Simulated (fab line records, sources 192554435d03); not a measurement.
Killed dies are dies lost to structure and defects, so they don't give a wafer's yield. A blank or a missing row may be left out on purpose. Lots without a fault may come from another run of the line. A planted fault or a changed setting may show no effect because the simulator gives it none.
A struck lot beside a sound one | flow n5_finfet | 22 steps out of a route of 1938
Sound: wafers L203.1, L203.2, L203.6. Struck: wafers L219.1, L219.3, L219.6. The cause comes at the end.
At each step with rows: each side's tool, then ch and its chambers, then its first start. Under that, the readings that differ: sound wafers | struck wafers | difference of the means | sigmas: that difference in standard deviations of wafers without a fault.
alike: readings whose means differ by less than 2 such deviations, and words and numbers that are the same on both sides. not compared: withheld readings, readings that some wafer has no value for, bounds like >300 that may hide the same value, and numbers for which the record gives no deviation and whose values overlap.
The two part at a step that has a row with sigmas, a row that says differs or no value, or rows on one side only. Numbers that don't overlap but have no deviation are shown without sigmas and don't part them. A reading that every wafer of one side lacks parts them only if that side has two wafers or more.

first, 9 steps without rows for these wafers: N5_BEOL_M11_ILD_DEP_00 (deposits SiCOH lowk from DEMS/porogen, target thk 308.51 nm, time 58 s); N5_BEOL_M11_CURE_71 (cures SiCOH lowk, time 240 s); N5_BEOL_M11_PECVD_70 (deposits SiO2 from TEOS/O2, target thk 20 nm, time 22.7 s); N5_BEOL_M11_HM_DEP_02 (deposits TiN, target thk 20 nm); N5_BEOL_M11_COAT_59 (time 60 s, resist thk 100 nm); N5_BEOL_M11_COAT_60 (time 60 s, resist thk 30 nm); N5_BEOL_M11_COAT_05 (resist thk 90 nm); N5_BEOL_M11_EBR_07; N5_BEOL_M11_SOFTBAKE_06 (time 60 s).
N5_BEOL_M11_EXPOSE_08: exposes mask M11.
  sound on arfi_scanner-03 ch 0, day 11 22:04; struck on arfi_scanner-03 ch 0, day 16 19:32
  reading              | sound             | struck            | difference | sigmas
  exposure_dose_mJ_cm2 | 53.70 53.70 53.69 | 52.11 52.03 52.08 | -1.62      | -34
  alike: mask
then, 2 steps without rows for these wafers: N5_BEOL_M11_PEB_09 (peb time 60 s); N5_BEOL_M11_DEVELOP_10 (develop time 30 s).
N5_BEOL_M11_CD_MEAS_11: target cd 64.1 nm.
  sound on cd_sem-03 ch 0, day 11 22:12; struck on cd_sem-01 ch 0, day 16 19:40
  reading    | sound          | struck         | difference | sigmas
  cd_nm (nm) | 63.2 64.3 63.9 | 62.6 62.7 62.6 | -1.2       | -2
then, 1 step without rows for these wafers: N5_BEOL_M11_DESCUM_16 (chemistry O2, time 7.9 s).
N5_BEOL_M11_ETCH_61: etches SiARC in CF4, target depth 39 nm, time 65 s.
  sound on rie_diel-06 ch 0,1,2, day 11 22:19; struck on rie_diel-03 ch 0,1, day 16 19:50
  reading                          | sound     | struck       | difference | sigmas
  model.BEOL_M11.cd_offset_nm (nm) | -1 0 -0.6 | -2 -1.8 -1.4 | -1         |
  alike: chamber_pressure_mTorr, drypump_motor_current_A, etch_rf_on_time_s, oes_product_au, rf_vpp_V, showerhead_plenum_p_Torr, throttle_valve_pct
  not compared: rf_hours_counter_h
then, 3 steps without rows for these wafers: N5_BEOL_M11_ETCH_62 (etches SOC in N2/H2, target depth 110 nm, overetch 22 nm, time 165 s); N5_BEOL_M11_STRIP_68 (strips in N2/H2); N5_BEOL_M11_STRIP_67 (strips in CF4).
N5_BEOL_M11_HM_OPEN_17: chemistry Cl2/BCl3, target TiN, target depth 20 nm, overetch 6 nm.
  sound on rie_metal-01 ch 0,1, day 11 22:34; struck on rie_metal-02 ch 0,1, day 16 20:04
  reading                          | sound        | struck       | difference | sigmas
  model.BEOL_M11.cd_offset_nm (nm) | -1.2 -0.2 -1 | -1.8 -2 -1.4 | -0.9       |
  alike: chamber_pressure_mTorr, drypump_motor_current_A, oes_product_au, throttle_valve_pct
  not compared: rf_hours_counter_h
then, 1 step without rows for these wafers: N5_BEOL_M11_STRIP_19 (strips in O2).
N5_BEOL_M11_CD_MEAS_18: pitch 140 nm, target cd 70 nm.
  sound on cd_sem-03, day 11 22:44; struck on cd_sem-01, day 16 20:16
  reading    | sound          | struck         | difference | sigmas
  cd_nm (nm) | 68.8 69.6 69.0 | 68.0 68.1 68.1 | -1.1       | -2
then, 1 step without rows for these wafers: N5_BEOL_M11_COAT_63 (time 60 s, resist thk 100 nm).

WHERE THEY PART
First at N5_BEOL_M11_EXPOSE_08; last, within this record, at N5_BEOL_M11_CD_MEAS_18.

WHY: what the simulator had put in
Process parameter drift: arfi_scanner-03, from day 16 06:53 on, at N5_BEOL_M11_EXPOSE_08. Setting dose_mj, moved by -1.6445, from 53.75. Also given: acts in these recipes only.
